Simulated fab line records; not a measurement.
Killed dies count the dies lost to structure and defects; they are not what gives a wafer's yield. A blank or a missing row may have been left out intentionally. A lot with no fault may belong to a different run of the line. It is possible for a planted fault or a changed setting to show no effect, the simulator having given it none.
Which of the tools did it? || flow nand_harc || 72 wafers from 24 lots sampled at 5 of the route's 1302 steps

WHAT THE GAUGES READ, wafer by wafer
NHARC_A_CHANNEL_FILL_D1_INSPECT_13. Usual: 333 for raw_defect_count, sd 150.
{"lot": "L075", "measured": "day 11 10:37", "on": "defect_inspect-01", "raw_defect_count": "313 432 544", "flag": ""}
{"lot": "L074", "measured": "day 11 13:07", "on": "defect_inspect-01", "raw_defect_count": "181 206 328", "flag": ""}
{"lot": "L076", "measured": "day 11 20:41", "on": "defect_inspect-02", "raw_defect_count": "534 469 490", "flag": ""}
{"lot": "L078", "measured": "day 12 08:04", "on": "defect_inspect-02", "raw_defect_count": "159 178 169", "flag": ""}
{"lot": "L077", "measured": "day 12 19:14", "on": "defect_inspect-01", "raw_defect_count": "298 218 233", "flag": ""}
{"lot": "L079", "measured": "day 13 07:40", "on": "defect_inspect-02", "raw_defect_count": "307 242 248", "flag": ""}
{"lot": "L080", "measured": "day 13 07:40", "on": "defect_inspect-01", "raw_defect_count": "343 325 347", "flag": ""}
{"lot": "L081", "measured": "day 13 20:52", "on": "defect_inspect-02", "raw_defect_count": "193 287 328", "flag": ""}
{"lot": "L082", "measured": "day 14 11:52", "on": "defect_inspect-01", "raw_defect_count": "256 155 158", "flag": ""}
{"lot": "L083", "measured": "day 15 00:20", "on": "defect_inspect-01", "raw_defect_count": "230 226 277", "flag": ""}
{"lot": "L084", "measured": "day 15 06:54", "on": "defect_inspect-01", "raw_defect_count": "316 272 274", "flag": ""}
{"lot": "L086", "measured": "day 15 10:42", "on": "defect_inspect-01", "raw_defect_count": "259 279 362", "flag": ""}
{"lot": "L085", "measured": "day 15 10:42", "on": "defect_inspect-01", "raw_defect_count": "203 333 165", "flag": ""}
{"lot": "L087", "measured": "day 16 06:05", "on": "defect_inspect-01", "raw_defect_count": "196 375 288", "flag": ""}
{"lot": "L089", "measured": "day 16 18:49", "on": "defect_inspect-02", "raw_defect_count": "540 571 557", "flag": ""}
{"lot": "L088", "measured": "day 16 18:50", "on": "defect_inspect-02", "raw_defect_count": "231 330 229", "flag": ""}
{"lot": "L090", "measured": "day 17 15:48", "on": "defect_inspect-01", "raw_defect_count": "296 393 354", "flag": ""}
{"lot": "L091", "measured": "day 18 06:56", "on": "defect_inspect-02", "raw_defect_count": "301 280 478", "flag": ""}
{"lot": "L092", "measured": "day 18 10:02", "on": "defect_inspect-02", "raw_defect_count": "285 378 386", "flag": ""}
{"lot": "L093", "measured": "day 18 15:41", "on": "defect_inspect-01", "raw_defect_count": "180 157 277", "flag": ""}
{"lot": "L095", "measured": "day 19 12:44", "on": "defect_inspect-01", "raw_defect_count": "171 351 936", "flag": ""}
{"lot": "L094", "measured": "day 19 16:48", "on": "defect_inspect-01", "raw_defect_count": "282 222 317", "flag": ""}
{"lot": "L096", "measured": "day 20 02:08", "on": "defect_inspect-02", "raw_defect_count": "715 291 410", "flag": ""}
{"lot": "L097", "measured": "day 20 16:49", "on": "defect_inspect-01", "raw_defect_count": "475 231 487", "flag": ""}

NHARC_A_CHANNEL_HOLE_D2_INSPECT_12. Usual: 31 for raw_defect_count, sd 24.
{"lot": "L075", "measured": "day 13 10:52", "on": "defect_inspect-01", "raw_defect_count": "57 70 56", "flag": ""}
{"lot": "L074", "measured": "day 13 10:43", "on": "defect_inspect-02", "raw_defect_count": "5 3 6", "flag": ""}
{"lot": "L076", "measured": "day 14 06:01", "on": "defect_inspect-02", "raw_defect_count": "58 72 51", "flag": ""}
{"lot": "L078", "measured": "day 14 20:53", "on": "defect_inspect-02", "raw_defect_count": "7 5 3", "flag": ""}
{"lot": "L077", "measured": "day 14 21:29", "on": "defect_inspect-02", "raw_defect_count": "43 54 51", "flag": ""}
{"lot": "L079", "measured": "day 15 17:46", "on": "defect_inspect-01", "raw_defect_count": "63 60 68", "flag": ""}
{"lot": "L080", "measured": "day 15 17:37", "on": "defect_inspect-02", "raw_defect_count": "12 5 11", "flag": ""}
{"lot": "L081", "measured": "day 16 02:01", "on": "defect_inspect-01", "raw_defect_count": "57 57 56", "flag": ""}
{"lot": "L082", "measured": "day 16 16:38", "on": "defect_inspect-02", "raw_defect_count": "7 7 7", "flag": ""}
{"lot": "L083", "measured": "day 17 11:12", "on": "defect_inspect-01", "raw_defect_count": "65 54 56", "flag": ""}
{"lot": "L084", "measured": "day 17 13:04", "on": "defect_inspect-01", "raw_defect_count": "9 17 11", "flag": ""}
{"lot": "L086", "measured": "day 17 11:21", "on": "defect_inspect-02", "raw_defect_count": "12 8 10", "flag": ""}
{"lot": "L085", "measured": "day 17 14:16", "on": "defect_inspect-02", "raw_defect_count": "63 53 55", "flag": ""}
{"lot": "L087", "measured": "day 18 08:11", "on": "defect_inspect-02", "raw_defect_count": "17 9 20", "flag": ""}
{"lot": "L089", "measured": "day 19 05:15", "on": "defect_inspect-01", "raw_defect_count": "5 21 11", "flag": ""}
{"lot": "L088", "measured": "day 19 03:40", "on": "defect_inspect-01", "raw_defect_count": "56 65 64", "flag": ""}
{"lot": "L090", "measured": "day 19 18:33", "on": "defect_inspect-02", "raw_defect_count": "57 57 56", "flag": ""}
{"lot": "L091", "measured": "day 20 08:06", "on": "defect_inspect-02", "raw_defect_count": "21 11 17", "flag": ""}
{"lot": "L092", "measured": "day 20 08:27", "on": "defect_inspect-02", "raw_defect_count": "63 60 53", "flag": ""}
{"lot": "L093", "measured": "day 20 23:26", "on": "defect_inspect-02", "raw_defect_count": "22 22 19", "flag": ""}
{"lot": "L095", "measured": "day 21 22:55", "on": "defect_inspect-02", "raw_defect_count": "14 22 23", "flag": ""}
{"lot": "L094", "measured": "day 21 23:04", "on": "defect_inspect-01", "raw_defect_count": "7 10 9", "flag": ""}
{"lot": "L096", "measured": "day 22 05:50", "on": "defect_inspect-02", "raw_defect_count": "24 24 31", "flag": ""}
{"lot": "L097", "measured": "day 22 20:09", "on": "defect_inspect-02", "raw_defect_count": "7 8 4", "flag": ""}

NHARC_A_CHANNEL_HOLE_D2_CD_MEAS_18. Usual: 99.1 nm for cd_nm, sd 2.7.
{"lot": "L075", "measured": "day 13 12:02", "on": "cd_sem-01", "cd_nm (nm)": "95.8 95.3 98.4", "flag": ""}
{"lot": "L074", "measured": "day 13 11:53", "on": "cd_sem-03", "cd_nm (nm)": "99.3 96.6 99.6", "flag": ""}
{"lot": "L076", "measured": "day 14 07:12", "on": "cd_sem-03", "cd_nm (nm)": "103.0 101.0 94.7", "flag": ""}
{"lot": "L078", "measured": "day 14 22:04", "on": "cd_sem-02", "cd_nm (nm)": "100.9 100.4 102.5", "flag": ""}
{"lot": "L077", "measured": "day 14 22:39", "on": "cd_sem-03", "cd_nm (nm)": "97.7 100.0 99.3", "flag": ""}
{"lot": "L079", "measured": "day 15 18:56", "on": "cd_sem-01", "cd_nm (nm)": "102.1 97.2 100.7", "flag": ""}
{"lot": "L080", "measured": "day 15 18:47", "on": "cd_sem-03", "cd_nm (nm)": "101.5 103.8 98.2", "flag": ""}
{"lot": "L081", "measured": "day 16 03:11", "on": "cd_sem-02", "cd_nm (nm)": "95.6 100.2 96.4", "flag": ""}
{"lot": "L082", "measured": "day 16 17:49", "on": "cd_sem-02", "cd_nm (nm)": "97.5 101.1 99.5", "flag": ""}
{"lot": "L083", "measured": "day 17 12:34", "on": "cd_sem-03", "cd_nm (nm)": "103.5 97.4 99.4", "flag": ""}
{"lot": "L084", "measured": "day 17 14:14", "on": "cd_sem-01", "cd_nm (nm)": "99.4 96.5 100.7", "flag": ""}
{"lot": "L086", "measured": "day 17 12:44", "on": "cd_sem-02", "cd_nm (nm)": "100.1 99.9 99.1", "flag": ""}
{"lot": "L085", "measured": "day 17 15:26", "on": "cd_sem-01", "cd_nm (nm)": "102.2 94.1 100.2", "flag": ""}
{"lot": "L087", "measured": "day 18 09:21", "on": "cd_sem-01", "cd_nm (nm)": "96.2 100.0 98.4", "flag": ""}
{"lot": "L089", "measured": "day 19 06:38", "on": "cd_sem-02", "cd_nm (nm)": "101.8 101.4 100.4", "flag": ""}
{"lot": "L088", "measured": "day 19 04:50", "on": "cd_sem-01", "cd_nm (nm)": "101.9 98.3 99.8", "flag": ""}
{"lot": "L090", "measured": "day 19 19:44", "on": "cd_sem-01", "cd_nm (nm)": "90.9 97.2 103.7", "flag": ""}
{"lot": "L091", "measured": "day 20 09:16", "on": "cd_sem-03", "cd_nm (nm)": "99.1 106.8 95.1", "flag": ""}
{"lot": "L092", "measured": "day 20 09:37", "on": "cd_sem-03", "cd_nm (nm)": "100.8 100.2 100.7", "flag": ""}
{"lot": "L093", "measured": "day 21 00:37", "on": "cd_sem-02", "cd_nm (nm)": "100.6 99.3 96.7", "flag": ""}
{"lot": "L095", "measured": "day 22 00:05", "on": "cd_sem-01", "cd_nm (nm)": "100.4 98.8 103.1", "flag": ""}
{"lot": "L094", "measured": "day 22 00:14", "on": "cd_sem-03", "cd_nm (nm)": "95.4 95.5 102.4", "flag": ""}
{"lot": "L096", "measured": "day 22 07:02", "on": "cd_sem-03", "cd_nm (nm)": "94.9 98.7 96.2", "flag": ""}
{"lot": "L097", "measured": "day 22 21:19", "on": "cd_sem-03", "cd_nm (nm)": "103.4 97.8 97.7", "flag": ""}

WHAT TOOL EACH LOT RAN ON (gives the tool, then ch and the chambers of the sampled wafers, and finally the start)
{"lot": "L075", "NHARC_A_CHANNEL_FILL_D1_STRIP_29": "rie_diel-01 ch 1,2, day 11 10:37 or earlier", "NHARC_A_CHANNEL_HOLE_D2_DEP_00": "acl_dep-01 ch 0, day 13 08:37"}
{"lot": "L074", "NHARC_A_CHANNEL_FILL_D1_STRIP_29": "rie_diel-01 ch 0,3, day 11 13:07 or earlier", "NHARC_A_CHANNEL_HOLE_D2_DEP_00": "acl_dep-03 ch 0, day 13 07:58"}
{"lot": "L076", "NHARC_A_CHANNEL_FILL_D1_STRIP_29": "rie_diel-13 ch 1,2,3, day 11 14:43", "NHARC_A_CHANNEL_HOLE_D2_DEP_00": "acl_dep-02 ch 0, day 14 03:59"}
{"lot": "L078", "NHARC_A_CHANNEL_FILL_D1_STRIP_29": "rie_diel-13 ch 0,1,3, day 12 08:04 or earlier", "NHARC_A_CHANNEL_HOLE_D2_DEP_00": "acl_dep-03 ch 0, day 14 19:05"}
{"lot": "L077", "NHARC_A_CHANNEL_FILL_D1_STRIP_29": "rie_diel-13 ch 0,2,3, day 12 19:14 or earlier", "NHARC_A_CHANNEL_HOLE_D2_DEP_00": "acl_dep-01 ch 0, day 14 19:02"}
{"lot": "L079", "NHARC_A_CHANNEL_FILL_D1_STRIP_29": "rie_diel-02 ch 0,2,3, day 13 07:40 or earlier", "NHARC_A_CHANNEL_HOLE_D2_DEP_00": "acl_dep-02 ch 0, day 15 14:58"}
{"lot": "L080", "NHARC_A_CHANNEL_FILL_D1_STRIP_29": "rie_diel-13 ch 0,2, day 13 07:40 or earlier", "NHARC_A_CHANNEL_HOLE_D2_DEP_00": "acl_dep-03 ch 0, day 15 14:52"}
{"lot": "L081", "NHARC_A_CHANNEL_FILL_D1_STRIP_29": "rie_diel-13 ch 0,1,3, day 13 20:52 or earlier", "NHARC_A_CHANNEL_HOLE_D2_DEP_00": "acl_dep-02 ch 0, day 15 23:12"}
{"lot": "L082", "NHARC_A_CHANNEL_FILL_D1_STRIP_29": "rie_diel-01 ch 1,2,3, day 14 11:52 or earlier", "NHARC_A_CHANNEL_HOLE_D2_DEP_00": "acl_dep-02 ch 0, day 16 13:53"}
{"lot": "L083", "NHARC_A_CHANNEL_FILL_D1_STRIP_29": "rie_diel-02 ch 1,2, day 15 00:20 or earlier", "NHARC_A_CHANNEL_HOLE_D2_DEP_00": "acl_dep-02 ch 0, day 17 08:41"}
{"lot": "L084", "NHARC_A_CHANNEL_FILL_D1_STRIP_29": "rie_diel-13 ch 0,3, day 15 06:54 or earlier", "NHARC_A_CHANNEL_HOLE_D2_DEP_00": "acl_dep-03 ch 0, day 17 10:58"}
{"lot": "L086", "NHARC_A_CHANNEL_FILL_D1_STRIP_29": "rie_diel-02 ch 1,2,3, day 15 10:42 or earlier", "NHARC_A_CHANNEL_HOLE_D2_DEP_00": "acl_dep-03 ch 0, day 17 08:45"}
{"lot": "L085", "NHARC_A_CHANNEL_FILL_D1_STRIP_29": "rie_diel-13 ch 1,2,3, day 15 04:46", "NHARC_A_CHANNEL_HOLE_D2_DEP_00": "acl_dep-01 ch 0, day 17 12:15"}
{"lot": "L087", "NHARC_A_CHANNEL_FILL_D1_STRIP_29": "rie_diel-13 ch 0,1,3, day 16 06:05 or earlier", "NHARC_A_CHANNEL_HOLE_D2_DEP_00": "acl_dep-01 ch 0, day 18 05:22"}
{"lot": "L089", "NHARC_A_CHANNEL_FILL_D1_STRIP_29": "rie_diel-01 ch 0,1,3, day 16 18:49 or earlier", "NHARC_A_CHANNEL_HOLE_D2_DEP_00": "acl_dep-03 ch 0, day 19 02:47"}
{"lot": "L088", "NHARC_A_CHANNEL_FILL_D1_STRIP_29": "rie_diel-13 ch 0,1, day 16 18:50 or earlier", "NHARC_A_CHANNEL_HOLE_D2_DEP_00": "acl_dep-01 ch 0, day 19 01:39"}
{"lot": "L090", "NHARC_A_CHANNEL_FILL_D1_STRIP_29": "rie_diel-02 ch 0,1,3, day 17 15:48 or earlier", "NHARC_A_CHANNEL_HOLE_D2_DEP_00": "acl_dep-03 ch 0, day 19 15:53"}
{"lot": "L091", "NHARC_A_CHANNEL_FILL_D1_STRIP_29": "rie_diel-13 ch 0,1,2, day 17 22:17", "NHARC_A_CHANNEL_HOLE_D2_DEP_00": "acl_dep-02 ch 0, day 20 05:28"}
{"lot": "L092", "NHARC_A_CHANNEL_FILL_D1_STRIP_29": "rie_diel-02 ch 0,1, day 18 10:02 or earlier", "NHARC_A_CHANNEL_HOLE_D2_DEP_00": "acl_dep-01 ch 0, day 20 05:42"}
{"lot": "L093", "NHARC_A_CHANNEL_FILL_D1_STRIP_29": "rie_diel-13 ch 0,1, day 18 09:41", "NHARC_A_CHANNEL_HOLE_D2_DEP_00": "acl_dep-01 ch 0, day 20 20:41"}
{"lot": "L095", "NHARC_A_CHANNEL_FILL_D1_STRIP_29": "rie_diel-02 ch 1,2,3, day 19 12:44 or earlier", "NHARC_A_CHANNEL_HOLE_D2_DEP_00": "acl_dep-03 ch 0, day 21 20:13"}
{"lot": "L094", "NHARC_A_CHANNEL_FILL_D1_STRIP_29": "rie_diel-13 ch 0,2,3, day 19 10:50", "NHARC_A_CHANNEL_HOLE_D2_DEP_00": "acl_dep-02 ch 0, day 21 20:11"}
{"lot": "L096", "NHARC_A_CHANNEL_FILL_D1_STRIP_29": "rie_diel-01 ch 0,3, day 19 19:54", "NHARC_A_CHANNEL_HOLE_D2_DEP_00": "acl_dep-02 ch 0, day 22 03:13"}
{"lot": "L097", "NHARC_A_CHANNEL_FILL_D1_STRIP_29": "rie_diel-13 ch 1,2, day 20 16:49 or earlier", "NHARC_A_CHANNEL_HOLE_D2_DEP_00": "acl_dep-03 ch 0, day 22 17:42"}
- NHARC_A_CHANNEL_FILL_D1_STRIP_29: strips in O2, time 20 s.
- NHARC_A_CHANNEL_HOLE_D2_DEP_00: deposits aC, target thk 3100 nm.

AS READ BY THE TOOLS THEMSELVES (means over the sampled wafers that have a number; for cases with no such wafer, the mark the record gives instead)
NHARC_A_CHANNEL_FILL_D1_STRIP_29. Usual: drypump_motor_current_A 5.8 A, standard deviation 0.34; mfc_ar_sccm 0.010 sccm, standard deviation 0.014; oes_product_au 0.995 a.u., standard deviation 0.013; rf_vpp_V 57.7 V, standard deviation 0.89; showerhead_plenum_p_Torr 3.49 Torr, standard deviation 0.12; throttle_valve_pct 17.038 %, standard deviation 0.0097.
{"lot": "L075", "tool": "rie_diel-01", "drypump_motor_current_A (A)": 5.4, "mfc_ar_sccm (sccm)": 0.010, "oes_product_au (a.u.)": 0.993, "rf_vpp_V (V)": 58.0, "showerhead_plenum_p_Torr (Torr)": 3.63, "throttle_valve_pct (%)": 17.035, "flag": ""}
{"lot": "L074", "tool": "rie_diel-01", "drypump_motor_current_A (A)": 5.9, "mfc_ar_sccm (sccm)": 0.020, "oes_product_au (a.u.)": 0.992, "rf_vpp_V (V)": 57.5, "showerhead_plenum_p_Torr (Torr)": 3.40, "throttle_valve_pct (%)": 17.039, "flag": ""}
{"lot": "L076", "tool": "rie_diel-13", "drypump_motor_current_A (A)": 5.7, "mfc_ar_sccm (sccm)": 0.010, "oes_product_au (a.u.)": 1.000, "rf_vpp_V (V)": 58.0, "showerhead_plenum_p_Torr (Torr)": 3.50, "throttle_valve_pct (%)": 17.032, "flag": ""}
{"lot": "L078", "tool": "rie_diel-13", "drypump_motor_current_A (A)": 5.8, "mfc_ar_sccm (sccm)": 0.010, "oes_product_au (a.u.)": 0.993, "rf_vpp_V (V)": 58.3, "showerhead_plenum_p_Torr (Torr)": 3.59, "throttle_valve_pct (%)": 17.045, "flag": ""}
{"lot": "L077", "tool": "rie_diel-13", "drypump_motor_current_A (A)": 5.9, "mfc_ar_sccm (sccm)": 0.000, "oes_product_au (a.u.)": 0.997, "rf_vpp_V (V)": 58.3, "showerhead_plenum_p_Torr (Torr)": 3.55, "throttle_valve_pct (%)": 17.051, "flag": ""}
{"lot": "L079", "tool": "rie_diel-02", "drypump_motor_current_A (A)": 5.9, "mfc_ar_sccm (sccm)": 0.011, "oes_product_au (a.u.)": 1.000, "rf_vpp_V (V)": 57.3, "showerhead_plenum_p_Torr (Torr)": 3.47, "throttle_valve_pct (%)": 17.044, "flag": ""}
{"lot": "L080", "tool": "rie_diel-13", "drypump_motor_current_A (A)": 6.1, "mfc_ar_sccm (sccm)": 0.000, "oes_product_au (a.u.)": 1.010, "rf_vpp_V (V)": 57.3, "showerhead_plenum_p_Torr (Torr)": 3.43, "throttle_valve_pct (%)": 17.031, "flag": ""}
{"lot": "L081", "tool": "rie_diel-13", "drypump_motor_current_A (A)": 5.8, "mfc_ar_sccm (sccm)": 0.010, "oes_product_au (a.u.)": 0.986, "rf_vpp_V (V)": 58.3, "showerhead_plenum_p_Torr (Torr)": 3.58, "throttle_valve_pct (%)": 17.040, "flag": ""}
{"lot": "L082", "tool": "rie_diel-01", "drypump_motor_current_A (A)": 5.7, "mfc_ar_sccm (sccm)": 0.010, "oes_product_au (a.u.)": 1.000, "rf_vpp_V (V)": 57.5, "showerhead_plenum_p_Torr (Torr)": 3.52, "throttle_valve_pct (%)": 17.041, "flag": ""}
{"lot": "L083", "tool": "rie_diel-02", "drypump_motor_current_A (A)": 5.8, "mfc_ar_sccm (sccm)": 0.011, "oes_product_au (a.u.)": 1.007, "rf_vpp_V (V)": 56.6, "showerhead_plenum_p_Torr (Torr)": 3.38, "throttle_valve_pct (%)": 17.037, "flag": ""}
{"lot": "L084", "tool": "rie_diel-13", "drypump_motor_current_A (A)": 5.9, "mfc_ar_sccm (sccm)": 0.000, "oes_product_au (a.u.)": 0.990, "rf_vpp_V (V)": 58.5, "showerhead_plenum_p_Torr (Torr)": 3.63, "throttle_valve_pct (%)": 17.031, "flag": ""}
{"lot": "L086", "tool": "rie_diel-02", "drypump_motor_current_A (A)": 5.7, "mfc_ar_sccm (sccm)": 0.006, "oes_product_au (a.u.)": 1.006, "rf_vpp_V (V)": 57.1, "showerhead_plenum_p_Torr (Torr)": 3.45, "throttle_valve_pct (%)": 17.037, "flag": ""}
{"lot": "L085", "tool": "rie_diel-13", "drypump_motor_current_A (A)": 5.7, "mfc_ar_sccm (sccm)": 0.010, "oes_product_au (a.u.)": 0.997, "rf_vpp_V (V)": 58.2, "showerhead_plenum_p_Torr (Torr)": 3.50, "throttle_valve_pct (%)": 17.049, "flag": ""}
{"lot": "L087", "tool": "rie_diel-13", "drypump_motor_current_A (A)": 5.8, "mfc_ar_sccm (sccm)": 0.010, "oes_product_au (a.u.)": 0.990, "rf_vpp_V (V)": 57.7, "showerhead_plenum_p_Torr (Torr)": 3.58, "throttle_valve_pct (%)": 17.038, "flag": ""}
{"lot": "L089", "tool": "rie_diel-01", "drypump_motor_current_A (A)": 5.8, "mfc_ar_sccm (sccm)": 0.020, "oes_product_au (a.u.)": 0.989, "rf_vpp_V (V)": 57.2, "showerhead_plenum_p_Torr (Torr)": 3.44, "throttle_valve_pct (%)": 17.031, "flag": ""}
{"lot": "L088", "tool": "rie_diel-13", "drypump_motor_current_A (A)": 6.1, "mfc_ar_sccm (sccm)": 0.010, "oes_product_au (a.u.)": 0.995, "rf_vpp_V (V)": 57.1, "showerhead_plenum_p_Torr (Torr)": 3.56, "throttle_valve_pct (%)": 17.047, "flag": ""}
{"lot": "L090", "tool": "rie_diel-02", "drypump_motor_current_A (A)": 6.0, "mfc_ar_sccm (sccm)": 0.017, "oes_product_au (a.u.)": 0.997, "rf_vpp_V (V)": 56.8, "showerhead_plenum_p_Torr (Torr)": 3.42, "throttle_valve_pct (%)": 17.041, "flag": ""}
{"lot": "L091", "tool": "rie_diel-13", "drypump_motor_current_A (A)": 6.0, "mfc_ar_sccm (sccm)": 0.010, "oes_product_au (a.u.)": 1.002, "rf_vpp_V (V)": 58.0, "showerhead_plenum_p_Torr (Torr)": 3.47, "throttle_valve_pct (%)": 17.046, "flag": ""}
{"lot": "L092", "tool": "rie_diel-02", "drypump_motor_current_A (A)": 6.2, "mfc_ar_sccm (sccm)": 0.022, "oes_product_au (a.u.)": 1.001, "rf_vpp_V (V)": 56.5, "showerhead_plenum_p_Torr (Torr)": 3.35, "throttle_valve_pct (%)": 17.041, "flag": ""}
{"lot": "L093", "tool": "rie_diel-13", "drypump_motor_current_A (A)": 5.9, "mfc_ar_sccm (sccm)": 0.019, "oes_product_au (a.u.)": 0.998, "rf_vpp_V (V)": 58.2, "showerhead_plenum_p_Torr (Torr)": 3.51, "throttle_valve_pct (%)": 17.041, "flag": ""}
{"lot": "L095", "tool": "rie_diel-02", "drypump_motor_current_A (A)": 5.7, "mfc_ar_sccm (sccm)": 0.006, "oes_product_au (a.u.)": 1.003, "rf_vpp_V (V)": 58.0, "showerhead_plenum_p_Torr (Torr)": 3.44, "throttle_valve_pct (%)": 17.034, "flag": ""}
{"lot": "L094", "tool": "rie_diel-13", "drypump_motor_current_A (A)": 5.9, "mfc_ar_sccm (sccm)": 0.000, "oes_product_au (a.u.)": 0.990, "rf_vpp_V (V)": 57.8, "showerhead_plenum_p_Torr (Torr)": 3.54, "throttle_valve_pct (%)": 17.033, "flag": ""}
{"lot": "L096", "tool": "rie_diel-01", "drypump_motor_current_A (A)": 5.9, "mfc_ar_sccm (sccm)": 0.020, "oes_product_au (a.u.)": 1.002, "rf_vpp_V (V)": 57.5, "showerhead_plenum_p_Torr (Torr)": 3.40, "throttle_valve_pct (%)": 17.045, "flag": ""}
{"lot": "L097", "tool": "rie_diel-13", "drypump_motor_current_A (A)": 5.9, "mfc_ar_sccm (sccm)": 0.010, "oes_product_au (a.u.)": 0.986, "rf_vpp_V (V)": 57.1, "showerhead_plenum_p_Torr (Torr)": 3.39, "throttle_valve_pct (%)": 17.037, "flag": ""}

NHARC_A_CHANNEL_HOLE_D2_DEP_00. Usual: 34.999 % for throttle_valve_pct, sd 0.0086.
{"lot": "L075", "tool": "acl_dep-01", "throttle_valve_pct (%)": 34.999, "flag": ""}
{"lot": "L074", "tool": "acl_dep-03", "throttle_valve_pct (%)": 35.006, "flag": ""}
{"lot": "L076", "tool": "acl_dep-02", "throttle_valve_pct (%)": 34.990, "flag": ""}
{"lot": "L078", "tool": "acl_dep-03", "throttle_valve_pct (%)": 34.993, "flag": ""}
{"lot": "L077", "tool": "acl_dep-01", "throttle_valve_pct (%)": 35.001, "flag": ""}
{"lot": "L079", "tool": "acl_dep-02", "throttle_valve_pct (%)": 35.008, "flag": ""}
{"lot": "L080", "tool": "acl_dep-03", "throttle_valve_pct (%)": 35.002, "flag": ""}
{"lot": "L081", "tool": "acl_dep-02", "throttle_valve_pct (%)": 34.997, "flag": ""}
{"lot": "L082", "tool": "acl_dep-02", "throttle_valve_pct (%)": 34.998, "flag": ""}
{"lot": "L083", "tool": "acl_dep-02", "throttle_valve_pct (%)": 34.997, "flag": ""}
{"lot": "L084", "tool": "acl_dep-03", "throttle_valve_pct (%)": 34.995, "flag": ""}
{"lot": "L086", "tool": "acl_dep-03", "throttle_valve_pct (%)": 34.997, "flag": ""}
{"lot": "L085", "tool": "acl_dep-01", "throttle_valve_pct (%)": 35.001, "flag": ""}
{"lot": "L087", "tool": "acl_dep-01", "throttle_valve_pct (%)": 35.009, "flag": ""}
{"lot": "L089", "tool": "acl_dep-03", "throttle_valve_pct (%)": 35.003, "flag": ""}
{"lot": "L088", "tool": "acl_dep-01", "throttle_valve_pct (%)": 34.997, "flag": ""}
{"lot": "L090", "tool": "acl_dep-03", "throttle_valve_pct (%)": 34.996, "flag": ""}
{"lot": "L091", "tool": "acl_dep-02", "throttle_valve_pct (%)": 34.996, "flag": ""}
{"lot": "L092", "tool": "acl_dep-01", "throttle_valve_pct (%)": 35.003, "flag": ""}
{"lot": "L093", "tool": "acl_dep-01", "throttle_valve_pct (%)": 34.993, "flag": ""}
{"lot": "L095", "tool": "acl_dep-03", "throttle_valve_pct (%)": 34.998, "flag": ""}
{"lot": "L094", "tool": "acl_dep-02", "throttle_valve_pct (%)": 34.996, "flag": ""}
{"lot": "L096", "tool": "acl_dep-02", "throttle_valve_pct (%)": 34.996, "flag": ""}
{"lot": "L097", "tool": "acl_dep-03", "throttle_valve_pct (%)": 34.995, "flag": ""}

THE ANSWER, worked out from the rows above alone
Rule: lot off if the mean of its wafers having a number is beyond 3 standard deviations from the usual mean. A lot without any number at a reading at which 4 lots or more have one is off too. Any other lot the step has rows for is counted as sound. First the gauges in route order, then the tools' own readings, where a lot's mean is used as printed above. The first step at which some lot is off is used, and at that step the reading that is off furthest; a lot without a number counts as furthest.
Across all readings shown, no lot is off: no conclusion can be drawn from this.

WHAT THE SIMULATOR HAD INSERTED
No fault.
